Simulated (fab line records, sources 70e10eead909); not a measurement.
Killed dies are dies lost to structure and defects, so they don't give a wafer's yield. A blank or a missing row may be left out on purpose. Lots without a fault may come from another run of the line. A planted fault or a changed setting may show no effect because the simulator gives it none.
fab line records | flow nand_harc
record lots=5 wafers=15 last_day=31
route steps=1302 shown P_ZERO_WELL@35 P_STI@69
lots that met no fault: from a run of the same line without faults
start_h: hours from the record's first day to the start of the lot's first wafer shown | wait_h: hours since the lot's step before | " the same as in the row above | L1.1+2: a row that stands for several wafers | - no value, or no start given | * or withheld: withheld | < > ~ a bound
route shown NAME@n: a module of which the file shows steps, and the number in the route of the first | usual: mean/standard deviation of fault-free wafers | same: alike in all rows | chamber/n: place in a boat | sites: the reading at each site | _std_site: their standard deviation | _edge_site: outer sites' mean less inner sites' | radius_mm: how far each site lies from the wafer's centre | mask NAME#n: copy n | behind: the tool/chamber that last shaped the wafer | hold: why the lot was held/for how many hours/how that ended | device: the transistor (n, p or np) that didn't switch | end of line: the same wafers' tests at the end of the route | a step without rows: its recipe alone | killed: dies lost to structure and defects at the first sort, not the wafer's yield | map: a wafer's dies, x killed, . not, _ none there
set.NAME: the setting as run; set.NAME@STEP: as run at that earlier step | model.NAME: the simulator's own value behind a step, which no gauge read
lots at some steps of the route; a table a step, a row a wafer
services: from which hour (start_h, from the record's first day; less than 0 if before it) a tool's chamber was out of use, for how many hours, and why
## steps
# step NHARC_P_ZERO_WELL_STRIP_28
# recipe time_s=840 temp_c=130 chemistry=SPM
# columns lot.wafer tool chamber start_h wait_h
L078.4+6+3 wet_bench-03 6,0,1 63.53 0.1
L081.5+6+4 wet_bench-01 3,5,0 93.33 0.1
L084.3+1+5 wet_bench-03 2,3,7 123.21 0.1
L087.4+1+3 wet_bench-03 6,7,1 153.58 0.1
L093.6+1+2 wet_bench-01 1,2,4 213.54 0.0
# step NHARC_P_ZERO_WELL_DEHYDRATE_29
# recipe temp_c=150 time_s=120
# columns lot.wafer tool chamber start_h wait_h
L078.3+4+6 litho_track-05 0 63.84 -
L081.4+5+6 litho_track-07 0 93.66 -
L084.1+3+5 litho_track-07 0 123.54 -
L087.1+3+4 litho_track-07 0 153.91 -
L093.1+2+6 litho_track-07 0 213.85 -
# step NHARC_P_ZERO_WELL_HMDS_30
# recipe time_s=30
# columns lot.wafer tool chamber start_h wait_h
L078.3+4+6 litho_track-05 0 - -
L081.4+5+6 litho_track-07 0 - -
L084.1+3+5 litho_track-07 0 - -
L087.1+3+4 litho_track-07 0 - -
L093.1+2+6 litho_track-07 0 - -
# step NHARC_P_ZERO_WELL_COAT_31
# recipe spin_rpm=withheld
# columns lot.wafer tool chamber start_h wait_h
L078.3+4+6 litho_track-05 0 - -
L081.4+5+6 litho_track-07 0 - -
L084.1+3+5 litho_track-07 0 - -
L087.1+3+4 litho_track-07 0 - -
L093.1+2+6 litho_track-07 0 - -
# step NHARC_P_ZERO_WELL_SOFTBAKE_32
# recipe temp_c=122 time_s=95
# columns lot.wafer tool chamber start_h wait_h
L078.3+4+6 litho_track-05 0 - -
L081.4+5+6 litho_track-07 0 - -
L084.1+3+5 litho_track-07 0 - -
L087.1+3+4 litho_track-07 0 - -
L093.1+2+6 litho_track-07 0 - -
# step NHARC_P_ZERO_WELL_EBR_33
# columns lot.wafer tool chamber start_h wait_h
L078.3+4+6 litho_track-05 0 - -
L081.4+5+6 litho_track-07 0 - -
L084.1+3+5 litho_track-07 0 - -
L087.1+3+4 litho_track-07 0 - -
L093.1+2+6 litho_track-07 0 - -
# step NHARC_P_ZERO_WELL_EXPOSE_34
# recipe na=0.6 target_cd_nm=720 dose_mj=22.31 mask_id=P_PWELL
# same na=0.6
# columns lot.wafer tool chamber start_h wait_h mask
L078.3+4+6 krf_scanner-04 0 64.12 - P_PWELL#0
L081.4+5+6 krf_scanner-03 0 93.95 - P_PWELL#0
L084.1+3+5 krf_scanner-02 0 123.69 - P_PWELL#0
L087.1+3+4 krf_scanner-02 0 154.18 - P_PWELL#0
L093.1+2+6 krf_scanner-03 0 214.12 - P_PWELL#0
# step NHARC_P_ZERO_WELL_PEB_35
# recipe peb_temp_c=118 peb_time_s=85
# columns lot.wafer tool chamber start_h wait_h
L078.3+4+6 litho_track-07 0 64.18 0.1
L081.4+5+6 litho_track-03 0 94.00 0.0
L084.1+3+5 litho_track-05 0 123.75 0.1
L087.1+3+4 litho_track-07 0 154.25 0.1
L093.1+2+6 litho_track-05 0 214.19 0.1
# step NHARC_P_ZERO_WELL_DEVELOP_36
# recipe time_s=70
# columns lot.wafer tool chamber start_h wait_h
L078.3+4+6 litho_track-07 0 - -
L081.4+5+6 litho_track-03 0 - -
L084.1+3+5 litho_track-05 0 - -
L087.1+3+4 litho_track-07 0 - -
L093.1+2+6 litho_track-05 0 - -
# step NHARC_P_ZERO_WELL_CD_MEAS_37
# recipe target_cd_nm=720 landing_energy_ev=500
# usual cd_nm=720.1/1.8
# columns lot.wafer tool chamber start_h wait_h cd_nm
L078.3 cd_sem-02 0 64.27 - 718.9
L078.4 " 0 " " 717.9
L078.6 " 0 " " 718.4
L081.4 cd_sem-01 0 94.10 - 720.6
L081.5 " 0 " " 718.5
L081.6 " 0 " " 720.2
L084.1 cd_sem-01 0 123.84 - 721.1
L084.3 " 0 " " 724.0
L084.5 " 0 " " 717.7
L087.1 cd_sem-01 0 154.34 - 716.9
L087.3 " 0 " " 720.9
L087.4 " 0 " " 721.7
L093.1 cd_sem-02 0 214.28 - 720.7
L093.2 " 0 " " 720.7
L093.6 " 0 " " 719.6
# step NHARC_P_ZERO_WELL_HARDBAKE_38
# recipe temp_c=125 time_s=80
# columns lot.wafer tool chamber start_h wait_h
L078.3+4+6 litho_track-03 0 64.35 -
L081.4+5+6 litho_track-07 0 94.18 -
L084.1+3+5 litho_track-05 0 123.92 -
L087.1+3+4 litho_track-07 0 154.42 -
L093.1+2+6 litho_track-07 0 214.36 -
# step NHARC_P_ZERO_WELL_DESCUM_39
# recipe time_s=3 o2_flow_sccm=200 ar_flow_sccm=0 bias_power_w=0 chemistry=O2
# usual drypump_motor_current_A=5.9/0.35 oes_product_au=0.999/0.0095 rf_vpp_V=57.8/0.86 showerhead_plenum_p_Torr=1.89/0.084 throttle_valve_pct=11.311/0.0075
# columns lot.wafer tool chamber start_h wait_h drypump_motor_current_A oes_product_au rf_hours_counter_h rf_vpp_V showerhead_plenum_p_Torr throttle_valve_pct
L078.4 rie_diel-04 1 64.43 - 5.9 0.994 15 57.6 1.92 11.314
L078.3 " 0 " " 6.1 1.004 15 58.0 1.80 11.318
L078.6 " 2 " " 5.6 1.008 - 57.9 1.82 11.304
L081.4 rie_diel-07 1 94.27 - 5.9 0.985 43 59.4 1.92 11.323
L081.5 " 3 " " 4.9 0.994 - 59.1 2.01 11.307
L081.6 " 0 " " 6.3 0.998 - 57.8 1.86 11.322
L084.1 rie_diel-04 0 124.01 - 6.1 0.990 31 57.3 1.80 11.301
L084.3 " 2 " " 5.6 0.995 32 57.6 1.81 11.309
L084.5 " 1 " " 5.9 0.989 - 56.6 1.92 11.308
L087.1 rie_diel-08 2 154.52 - 5.7 1.017 40 58.3 1.95 11.322
L087.3 " 3 " " 5.8 1.018 42 57.3 1.77 11.309
L087.4 " 3 " " 5.8 1.015 - 57.6 1.77 11.306
L093.1 rie_diel-04 3 214.44 - 6.2 0.995 9 57.5 1.95 11.320
L093.2 " 2 " " 5.6 0.992 6 56.4 1.81 11.323
L093.6 " 3 " " 6.1 1.006 - 57.7 1.95 11.317
# step NHARC_P_ZERO_WELL_IMPLANT_40
# recipe energy_kev=300 dose_cm2=1e+13 tilt_deg=7
# columns lot.wafer tool chamber start_h wait_h
L078.3+4+6 implanter-01 0 64.64 0.2
L081.4+5+6 implanter-01 0 94.48 0.2
L084.1+3+5 implanter-01 0 124.16 0.1
L087.1+3+4 implanter-01 0 154.68 0.1
L093.1+2+6 implanter-01 0 214.61 0.2
# step NHARC_P_ZERO_WELL_IMPLANT_59
# recipe energy_kev=120 dose_cm2=5e+12 tilt_deg=7
# columns lot.wafer tool chamber start_h wait_h
L078.3+4+6 implanter-01 0 64.82 0.2
L081.4+5+6 implanter-01 0 94.66 0.1
L084.1+3+5 implanter-01 0 124.34 0.1
L087.1+3+4 implanter-01 0 154.85 0.1
L093.1+2+6 implanter-01 0 214.79 0.2
# step NHARC_P_ZERO_WELL_IMPLANT_60
# recipe energy_kev=30 dose_cm2=2e+12 tilt_deg=7
# columns lot.wafer tool chamber start_h wait_h
L078.3+4+6 implanter-01 0 65.00 0.1
L081.4+5+6 implanter-01 0 94.84 0.1
L084.1+3+5 implanter-01 0 124.52 0.1
L087.1+3+4 implanter-01 0 155.03 0.1
L093.1+2+6 implanter-01 0 214.97 0.1
# step NHARC_P_ZERO_WELL_STRIP_41
# recipe time_s=840 temp_c=130 chemistry=SPM
# columns lot.wafer tool chamber start_h wait_h
L078.3+6+4 wet_bench-01 1,4,5 65.15 0.1
L081.6+5+4 wet_bench-05 3,5,0 94.96 0.0
L084.5+1+3 wet_bench-01 2,4,5 124.73 0.1
L087.1+4+3 wet_bench-03 4,6,1 155.24 0.2
L093.1+2+6 wet_bench-05 0,2,4 215.20 0.2
# step NHARC_P_ZERO_WELL_DEHYDRATE_44
# recipe temp_c=150 time_s=120
# columns lot.wafer tool chamber start_h wait_h
L078.3+4+6 litho_track-05 0 65.48 -
L081.4+5+6 litho_track-03 0 95.30 -
L084.1+3+5 litho_track-07 0 125.06 -
L087.1+3+4 litho_track-07 0 155.58 -
L093.1+2+6 litho_track-03 0 215.52 -
# step NHARC_P_ZERO_WELL_HMDS_45
# recipe time_s=30
# columns lot.wafer tool chamber start_h wait_h
L078.3+4+6 litho_track-05 0 - -
L081.4+5+6 litho_track-03 0 - -
L084.1+3+5 litho_track-07 0 - -
L087.1+3+4 litho_track-07 0 - -
L093.1+2+6 litho_track-03 0 - -
# step NHARC_P_ZERO_WELL_COAT_46
# recipe spin_rpm=withheld
# columns lot.wafer tool chamber start_h wait_h
L078.3+4+6 litho_track-05 0 - -
L081.4+5+6 litho_track-03 0 - -
L084.1+3+5 litho_track-07 0 - -
L087.1+3+4 litho_track-07 0 - -
L093.1+2+6 litho_track-03 0 - -
# step NHARC_P_ZERO_WELL_SOFTBAKE_47
# recipe temp_c=122 time_s=95
# columns lot.wafer tool chamber start_h wait_h
L078.3+4+6 litho_track-05 0 - -
L081.4+5+6 litho_track-03 0 - -
L084.1+3+5 litho_track-07 0 - -
L087.1+3+4 litho_track-07 0 - -
L093.1+2+6 litho_track-03 0 - -
# step NHARC_P_ZERO_WELL_EBR_48
# columns lot.wafer tool chamber start_h wait_h
L078.3+4+6 litho_track-05 0 - -
L081.4+5+6 litho_track-03 0 - -
L084.1+3+5 litho_track-07 0 - -
L087.1+3+4 litho_track-07 0 - -
L093.1+2+6 litho_track-03 0 - -
# step NHARC_P_ZERO_WELL_EXPOSE_49
# recipe na=0.6 target_cd_nm=2000 dose_mj=22.64 mask_id=P_HVPW
# same na=0.6
# columns lot.wafer tool chamber start_h wait_h mask
L078.3+4+6 krf_scanner-02 0 65.63 - P_HVPW#0
L081.4+5+6 krf_scanner-04 0 95.58 - P_HVPW#0
L084.1+3+5 krf_scanner-02 0 125.33 - P_HVPW#0
L087.1+3+4 krf_scanner-02 0 155.72 - P_HVPW#0
L093.1+2+6 krf_scanner-03 0 215.79 - P_HVPW#0
# step NHARC_P_ZERO_WELL_PEB_50
# recipe peb_temp_c=118 peb_time_s=85
# columns lot.wafer tool chamber start_h wait_h
L078.3+4+6 litho_track-07 0 65.69 0.1
L081.4+5+6 litho_track-05 0 95.64 0.0
L084.1+3+5 litho_track-03 0 125.39 0.1
L087.1+3+4 litho_track-05 0 155.79 0.1
L093.1+2+6 litho_track-05 0 215.85 0.1
# step NHARC_P_ZERO_WELL_DEVELOP_51
# recipe time_s=70
# columns lot.wafer tool chamber start_h wait_h
L078.3+4+6 litho_track-07 0 - -
L081.4+5+6 litho_track-05 0 - -
L084.1+3+5 litho_track-03 0 - -
L087.1+3+4 litho_track-05 0 - -
L093.1+2+6 litho_track-05 0 - -
# step NHARC_P_ZERO_WELL_CD_MEAS_52
# recipe target_cd_nm=2000 landing_energy_ev=500
# usual cd_nm=1998.8/1.3
# columns lot.wafer tool chamber start_h wait_h cd_nm
L078.3 cd_sem-02 0 65.79 - 1999.8
L078.4 " 0 " " 1998.4
L078.6 " 0 " " 2000.4
L081.4 cd_sem-01 0 95.73 - 1998.4
L081.5 " 0 " " 1998.7
L081.6 " 0 " " 2000.0
L084.1 cd_sem-03 0 125.48 - 1998.8
L084.3 " 0 " " 1997.2
L084.5 " 0 " " 1998.7
L087.1 cd_sem-03 0 155.88 - 2001.7
L087.3 " 0 " " 1998.1
L087.4 " 0 " " 2000.6
L093.1 cd_sem-01 0 215.94 - 1998.9
L093.2 " 0 " " 2000.2
L093.6 " 0 " " 1999.3
# step NHARC_P_ZERO_WELL_HARDBAKE_53
# recipe temp_c=125 time_s=80
# columns lot.wafer tool chamber start_h wait_h
L078.3+4+6 litho_track-03 0 65.87 -
L081.4+5+6 litho_track-05 0 95.81 -
L084.1+3+5 litho_track-07 0 125.56 -
L087.1+3+4 litho_track-03 0 155.96 -
L093.1+2+6 litho_track-05 0 216.02 -
# step NHARC_P_ZERO_WELL_DESCUM_54
# recipe time_s=3 o2_flow_sccm=200 ar_flow_sccm=0 bias_power_w=0 chemistry=O2
# usual drypump_motor_current_A=5.9/0.3 oes_product_au=1.002/0.0088 rf_vpp_V=57.7/0.87 showerhead_plenum_p_Torr=1.89/0.085 throttle_valve_pct=11.311/0.0087
# columns lot.wafer tool chamber start_h wait_h drypump_motor_current_A oes_product_au rf_hours_counter_h rf_vpp_V showerhead_plenum_p_Torr throttle_valve_pct
L078.4 rie_diel-08 3 65.94 - 5.8 1.006 12 57.0 1.78 11.301
L078.3 " 2 " " 5.6 1.009 15 57.6 1.96 11.310
L078.6 " 3 " " 5.8 1.004 - 57.4 1.78 11.311
L081.4 rie_diel-04 1 95.89 - 5.9 1.005 19 58.2 1.92 11.318
L081.6 " 0 " " 6.2 1.011 - 58.2 1.80 11.317
L081.5 " 1 " " 5.9 1.005 - 57.9 1.92 11.320
L084.1 rie_diel-08 2 125.64 - 5.6 1.012 34 56.9 1.95 11.325
L084.3 " 0 " " 6.2 0.985 37 57.3 1.97 11.320
L084.5 " 2 " " 5.6 1.014 - 57.7 1.95 11.316
L087.3 rie_diel-08 1 156.04 - 5.9 0.985 48 56.8 1.77 11.299
L087.1 " 2 " " 5.6 1.002 41 57.0 1.95 11.317
L087.4 " 3 " " 5.8 1.000 - 56.9 1.77 11.298
L093.1 rie_diel-04 0 216.10 - 6.2 1.000 10 57.5 1.79 11.305
L093.2 " 2 " " 5.6 0.995 7 58.1 1.80 11.320
L093.6 " 1 " " 5.9 0.998 - 58.1 1.91 11.326
# step NHARC_P_ZERO_WELL_IMPLANT_55
# recipe energy_kev=180 dose_cm2=8e+11 tilt_deg=7
# columns lot.wafer tool chamber start_h wait_h
L078.3+4+6 implanter-02 0 66.15 0.2
L081.4+5+6 implanter-01 0 96.12 0.2
L084.1+3+5 implanter-02 0 125.82 0.2
L087.1+3+4 implanter-01 0 156.21 0.1
L093.1+2+6 implanter-01 0 216.25 0.1
# step NHARC_P_ZERO_WELL_IMPLANT_61
# recipe energy_kev=30 dose_cm2=5e+11 tilt_deg=7
# columns lot.wafer tool chamber start_h wait_h
L078.3+4+6 implanter-02 0 66.33 0.1
L081.4+5+6 implanter-01 0 96.30 0.1
L084.1+3+5 implanter-02 0 125.99 0.1
L087.1+3+4 implanter-01 0 156.39 0.1
L093.1+2+6 implanter-01 0 216.43 0.2
# step NHARC_P_ZERO_WELL_STRIP_56
# recipe time_s=840 temp_c=130 chemistry=SPM
# columns lot.wafer tool chamber start_h wait_h
L078.4+6+3 wet_bench-03 1,4,6 66.48 0.1
L081.4+5+6 wet_bench-01 3,4,5 96.43 0.1
L084.1+3+5 wet_bench-05 5,1,2 126.21 0.2
L087.4+1+3 wet_bench-03 4,6,0 156.61 0.1
L093.1+6+2 wet_bench-01 7,0,2 216.66 0.2
# step NHARC_P_ZERO_WELL_PRECLEAN_68
# recipe time_s=60 temp_c=50 bath_age_min=0 chemistry=SC1
# columns lot.wafer tool chamber start_h wait_h
L078.4+6+3 wet_bench-03 1,4,6 - -
L081.4+5+6 wet_bench-01 3,4,5 - -
L084.1+3+5 wet_bench-05 5,1,2 - -
L087.4+1+3 wet_bench-03 4,6,0 - -
L093.1+6+2 wet_bench-01 7,0,2 - -
# step NHARC_P_ZERO_WELL_SRD_69
# columns lot.wafer tool chamber start_h wait_h
L078.4+6+3 wet_bench-03 1,4,6 - -
L081.4+5+6 wet_bench-01 3,4,5 - -
L084.1+3+5 wet_bench-05 5,1,2 - -
L087.4+1+3 wet_bench-03 4,6,0 - -
L093.1+6+2 wet_bench-01 7,0,2 - -
# step NHARC_P_ZERO_WELL_RTA_42
# recipe temp_c=1100 time_s=300
# usual lamp_power_pct=41/3.8 wafer_temp_C_max=1105.7/1.5
# columns lot.wafer tool chamber start_h wait_h lamp_power_pct wafer_temp_C_max
L078.3 rtp_anneal-02 0 67.14 - 44 1106.6
L078.4 " 0 " " 44 1105.4
L078.6 " 0 " " 44 1106.1
L081.4 rtp_anneal-01 0 97.18 - 36 1104.3
L081.5 " 0 " " 36 1104.2
L081.6 " 0 " " 36 1105.9
L084.1 rtp_anneal-02 0 126.65 - 44 1107.5
L084.3 " 0 " " 44 1106.8
L084.5 " 0 " " 44 1105.8
L087.1 rtp_anneal-02 0 157.05 - 44 1106.3
L087.3 " 0 " " 44 1105.3
L087.4 " 0 " " 44 1105.9
L093.1 rtp_anneal-01 0 217.08 - 36 1104.1
L093.2 " 0 " " 36 1103.6
L093.6 " 0 " " 36 1104.5
# step NHARC_P_ZERO_WELL_INSPECT_43
# usual raw_defect_count=14/5.9
# columns lot.wafer tool chamber start_h wait_h raw_defect_count
L078.3 defect_inspect-01 - 67.61 0.4 14
L078.4 " - " " 16
L078.6 " - " " 14
L081.4 defect_inspect-01 - 97.53 0.2 18
L081.5 " - " " 18
L081.6 " - " " 19
L084.1 defect_inspect-02 - 127.32 0.6 10
L084.3 " - " " 28
L084.5 " - " " 11
L087.1 defect_inspect-02 - 157.72 0.6 13
L087.3 " - " " 11
L087.4 " - " " 4
L093.1 defect_inspect-01 - 217.75 0.6 13
L093.2 " - " " 17
L093.6 " - " " 8
# step NHARC_P_STI_ETCH_26
# recipe target_depth_a=110 chemistry=dHF material=SiO2
# columns lot.wafer tool chamber start_h wait_h
L078.4+3+6 wet_bench-04 1,2,5 67.67 0.1
L081.5+6+4 wet_bench-07 4,5,0 97.58 0.0
L084.3+5+1 wet_bench-07 3,5,7 127.38 0.1
L087.3+1+4 wet_bench-04 3,4,7 157.78 0.1
L093.1+6+2 wet_bench-07 0,3,5 217.80 0.1
# step NHARC_P_STI_PRECLEAN_27
# recipe time_s=* temp_c=50 bath_age_min=0 chemistry=SC1
# columns lot.wafer tool chamber start_h wait_h
L078.4+3+6 wet_bench-04 1,2,5 67.73 0.1
L081.5+6+4 wet_bench-07 4,5,0 97.65 0.1
L084.3+5+1 wet_bench-07 3,5,7 127.44 0.0
L087.3+1+4 wet_bench-04 3,4,7 157.84 0.1
L093.1+6+2 wet_bench-07 0,3,5 217.87 0.1
# step NHARC_P_STI_SRD_28
# columns lot.wafer tool chamber start_h wait_h
L078.4+3+6 wet_bench-04 1,2,5 - -
L081.5+6+4 wet_bench-07 4,5,0 - -
L084.3+5+1 wet_bench-07 3,5,7 - -
L087.3+1+4 wet_bench-04 3,4,7 - -
L093.1+6+2 wet_bench-07 0,3,5 - -
# step NHARC_P_STI_OXIDE_29
# recipe target_thk_a=100 temp_c=900 ox_time_s=1362 material=SiO2
# usual tube_center_temp_C=899.99/0.082
# columns lot.wafer tool chamber start_h wait_h tube_center_temp_C
L078.3 furnace-07 0 71.74 - 900.05
L078.4 " 0 " " 899.92
L078.6 " 0 " " 900.06
L081.4 furnace-01 0 101.20 - 899.9
L081.5 " 0 " " 900.2
L081.6 " 0 " " 900.03
L084.1 furnace-01 0 133.13 - 899.94
L084.3 " 0 " " 900.03
L084.5 " 0 " " 900.03
L087.1 furnace-08 0 163.47 - 899.92
L087.3 " 0 " " 899.83
L087.4 " 0 " " 899.92
L093.1 furnace-08 0 224.83 - 900.05
L093.2 " 0 " " 900.05
L093.6 " 0 " " 900.04
# step NHARC_P_STI_HM_DEP_30
# recipe target_thk_a=800 temp_c=790 pressure_mtorr=300 time_s=873 material=Si3N4
# columns lot.wafer tool chamber start_h wait_h
L078.3+4+6 lpcvd-01 0 78.90 3.5
L081.4+5+6 lpcvd-02 0 108.34 3.5
L084.1+3+5 lpcvd-01 0 140.31 3.5
L087.1+3+4 lpcvd-02 1 170.62 3.5
L093.1+2+6 lpcvd-02 0 231.97 3.5
# step NHARC_P_STI_DEHYDRATE_01
# recipe temp_c=150 time_s=120
# columns lot.wafer tool chamber start_h wait_h
L078.3+4+6 litho_track-03 0 82.54 0.4
L081.4+5+6 litho_track-02 0 111.93 0.4
L084.1+3+5 litho_track-05 0 143.95 0.4
L087.1+3+4 litho_track-02 0 174.31 0.4
L093.1+2+6 litho_track-02 0 235.62 0.4
# step NHARC_P_STI_HMDS_02
# recipe time_s=30
# columns lot.wafer tool chamber start_h wait_h
L078.3+4+6 litho_track-03 0 - -
L081.4+5+6 litho_track-02 0 - -
L084.1+3+5 litho_track-05 0 - -
L087.1+3+4 litho_track-02 0 - -
L093.1+2+6 litho_track-02 0 - -
# step NHARC_P_STI_COAT_41
# recipe temp_c=200 time_s=65
# columns lot.wafer tool chamber start_h wait_h
L078.3+4+6 litho_track-03 0 - -
L081.4+5+6 litho_track-02 0 - -
L084.1+3+5 litho_track-05 0 - -
L087.1+3+4 litho_track-02 0 - -
L093.1+2+6 litho_track-02 0 - -
# step NHARC_P_STI_COAT_03
# recipe spin_rpm=2000 resist_thk_nm=600
# usual spin_speed_rpm=2000.0/1.4
# columns lot.wafer tool chamber start_h wait_h spin_speed_rpm
L078.3 litho_track-03 0 - - 2002.8
L078.4 " 0 " " 2001.2
L078.6 " 0 " " 2001.1
L081.4 litho_track-02 0 - - 1999.1
L081.5 " 0 " " 1999.1
L081.6 " 0 " " 1999.0
L084.1 litho_track-05 0 - - 2000.0
L084.3 " 0 " " 1999.1
L084.5 " 0 " " 2000.8
L087.1 litho_track-02 0 - - 2001.5
L087.3 " 0 " " 1999.3
L087.4 " 0 " " 2002.0
L093.1 litho_track-02 0 - - 1998.9
L093.2 " 0 " " 2001.5
L093.6 " 0 " " 2001.1
# step NHARC_P_STI_SOFTBAKE_04
# recipe temp_c=125 time_s=70
# columns lot.wafer tool chamber start_h wait_h
L078.3+4+6 litho_track-03 0 - -
L081.4+5+6 litho_track-02 0 - -
L084.1+3+5 litho_track-05 0 - -
L087.1+3+4 litho_track-02 0 - -
L093.1+2+6 litho_track-02 0 - -
# step NHARC_P_STI_EBR_05
# columns lot.wafer tool chamber start_h wait_h
L078.3+4+6 litho_track-03 0 - -
L081.4+5+6 litho_track-02 0 - -
L084.1+3+5 litho_track-05 0 - -
L087.1+3+4 litho_track-02 0 - -
L093.1+2+6 litho_track-02 0 - -
# step NHARC_P_STI_EXPOSE_06
# recipe na=0.55 target_cd_nm=200 dose_mj=37.69 mask_id=P_STI
# same na=0.55
# columns lot.wafer tool chamber start_h wait_h mask
L078.3+4+6 krf_scanner-01 0 82.72 - P_STI#0
L081.4+5+6 krf_scanner-03 0 112.23 - P_STI#0
L084.1+3+5 krf_scanner-04 0 144.23 - P_STI#0
L087.1+3+4 krf_scanner-04 0 174.60 - P_STI#0
L093.1+2+6 krf_scanner-01 0 235.91 - P_STI#0
# step NHARC_P_STI_PEB_07
# recipe peb_temp_c=128 peb_time_s=80
# columns lot.wafer tool chamber start_h wait_h
L078.3+4+6 litho_track-02 0 82.78 0.1
L081.4+5+6 litho_track-03 0 112.29 0.0
L084.1+3+5 litho_track-02 0 144.30 0.1
L087.1+3+4 litho_track-02 0 174.67 0.1
L093.1+2+6 litho_track-05 0 235.98 0.1
# step NHARC_P_STI_DEVELOP_08
# recipe time_s=50 dev_temp_c=22
# columns lot.wafer tool chamber start_h wait_h
L078.3+4+6 litho_track-02 0 - -
L081.4+5+6 litho_track-03 0 - -
L084.1+3+5 litho_track-02 0 - -
L087.1+3+4 litho_track-02 0 - -
L093.1+2+6 litho_track-05 0 - -
# step NHARC_P_STI_CD_MEAS_09
# recipe target_cd_nm=200 landing_energy_ev=500
# usual cd_nm=200.7/2.1
# columns lot.wafer tool chamber start_h wait_h cd_nm
L078.3 cd_sem-03 0 82.87 - 204.2
L078.4 " 0 " " 203.5
L078.6 " 0 " " 202.2
L081.4 cd_sem-02 0 112.38 - 197.6
L081.5 " 0 " " 197.8
L081.6 " 0 " " 198.6
L084.1 cd_sem-01 0 144.39 - 200.8
L084.3 " 0 " " 201.1
L084.5 " 0 " " 199.6
L087.1 cd_sem-03 0 174.76 - 197.3
L087.3 " 0 " " 201.2
L087.4 " 0 " " 199.0
L093.1 cd_sem-02 0 236.06 - 198.6
L093.2 " 0 " " 199.4
L093.6 " 0 " " 205.4
# step NHARC_P_STI_OVL_MEAS_10
# usual overlay_x_nm=1/6.5 overlay_y_nm=1/5.7
# columns lot.wafer tool chamber start_h wait_h overlay_x_nm overlay_y_nm
L078.3 overlay-01 - 82.95 - 11 0
L078.4 " - " " 11 0
L078.6 " - " " 11 -1
L081.4 overlay-02 - 112.46 - 2 0
L081.5 " - " " 2 0
L081.6 " - " " 2 0
L084.1 overlay-02 - 144.48 - -3 18
L084.3 " - " " -4 18
L084.5 " - " " -4 18
L087.1 overlay-01 - 174.84 - 3 -3
L087.3 " - " " 3 -3
L087.4 " - " " 3 -2
L093.1 overlay-01 - 236.15 - -1 -3
L093.2 " - " " 0 -3
L093.6 " - " " 0 -4
# step NHARC_P_STI_INSPECT_11
# usual raw_defect_count=6/3.1
# columns lot.wafer tool chamber start_h wait_h raw_defect_count
L078.3 defect_inspect-01 - 82.99 0.0 4
L078.4 " - " " 3
L078.6 " - " " 6
L081.4 defect_inspect-02 - 112.50 0.0 3
L081.5 " - " " 3
L081.6 " - " " 4
L084.1 defect_inspect-02 - 144.51 0.0 5
L084.3 " - " " 3
L084.5 " - " " 7
L087.1 defect_inspect-02 - 174.88 0.0 7
L087.3 " - " " 6
L087.4 " - " " 6
L093.1 defect_inspect-02 - 236.19 0.0 9
L093.2 " - " " 5
L093.6 " - " " 10
# step NHARC_P_STI_HARDBAKE_13
# recipe temp_c=118 time_s=65
# columns lot.wafer tool chamber start_h wait_h
L078.3+4+6 litho_track-03 0 83.05 0.1
L081.4+5+6 litho_track-02 0 112.56 0.1
L084.1+3+5 litho_track-02 0 144.57 0.1
L087.1+3+4 litho_track-02 0 174.94 0.1
L093.1+2+6 litho_track-03 0 236.24 0.1
# step NHARC_P_STI_DESCUM_14
# recipe time_s=3 o2_flow_sccm=200 ar_flow_sccm=0 bias_power_w=0 chemistry=O2
# usual drypump_motor_current_A=5.57/0.27 oes_product_au=1.006/0.009 rf_vpp_V=57.7/0.75 showerhead_plenum_p_Torr=1.92/0.078 throttle_valve_pct=11.311/0.0093
# columns lot.wafer tool chamber start_h wait_h drypump_motor_current_A oes_product_au rf_hours_counter_h rf_vpp_V showerhead_plenum_p_Torr throttle_valve_pct
L078.4 rie_diel-10 3 83.13 - 5.67 1.010 0 57.9 1.92 11.299
L078.3 " 1 " " 5.64 1.003 0 58.0 2.06 11.312
L078.6 " 2 " " 5.52 0.999 - 58.5 1.88 11.315
L081.5 rie_diel-11 1 112.66 - 5.99 0.998 - 58.5 2.02 11.305
L081.4 " 2 " " 5.21 0.996 - 56.9 2.01 11.326
L081.6 " 0 " " 5.49 1.004 - 55.6 1.93 11.309
L084.3 rie_diel-10 3 144.65 - 5.65 1.007 3 56.4 1.92 11.311
L084.1 " 1 " " 5.60 1.002 3 58.1 2.06 11.302
L084.5 " 3 " " 5.64 1.012 - 57.4 1.92 11.315
L087.3 rie_diel-10 0 175.02 - 5.08 1.011 4 56.0 1.84 11.299
L087.1 " 1 " " 5.60 1.009 4 59.2 2.06 11.314
L087.4 " 2 " " 5.48 1.012 4 57.1 1.88 11.306
L093.2 rie_diel-11 3 236.33 - 5.98 1.005 13 57.7 2.02 11.325
L093.1 " 1 " " 5.99 1.010 14 58.0 2.01 11.316
L093.6 " 2 " " 5.25 1.011 - 57.5 2.01 11.323
## services
# columns tool chamber start_h hours kind
krf_scanner-03 - 42.15 0.4 repair
wet_bench-04 - 51.20 8.0 pm
krf_scanner-03 - 52.00 4.0 pm
litho_track-02 - 52.00 7.0 pm
rie_diel-04 3 57.45 2.8 repair
litho_track-07 - 76.00 7.0 pm
wet_bench-05 - 84.80 8.0 pm
krf_scanner-02 - 94.00 4.0 pm
litho_track-03 - 100.00 7.0 pm
wet_bench-01 - 101.60 8.0 pm
implanter-02 - 115.50 3.6 repair
litho_track-05 - 124.00 7.0 pm
rie_diel-08 2 128.65 1.8 repair
krf_scanner-03 - 139.71 1.3 repair
wet_bench-07 - 149.94 2.9 repair
wet_bench-03 - 157.17 2.3 repair
wet_bench-07 - 160.00 8.0 pm
wet_bench-04 - 165.75 3.2 repair
rie_diel-04 - 180.43 9.0 pm
rie_diel-04 1 209.91 6.1 repair
wet_bench-03 - 210.43 8.0 pm
litho_track-02 - 227.00 7.0 pm
wet_bench-04 - 227.20 8.0 pm
rie_diel-04 2 236.01 1.5 repair
## key
fault none
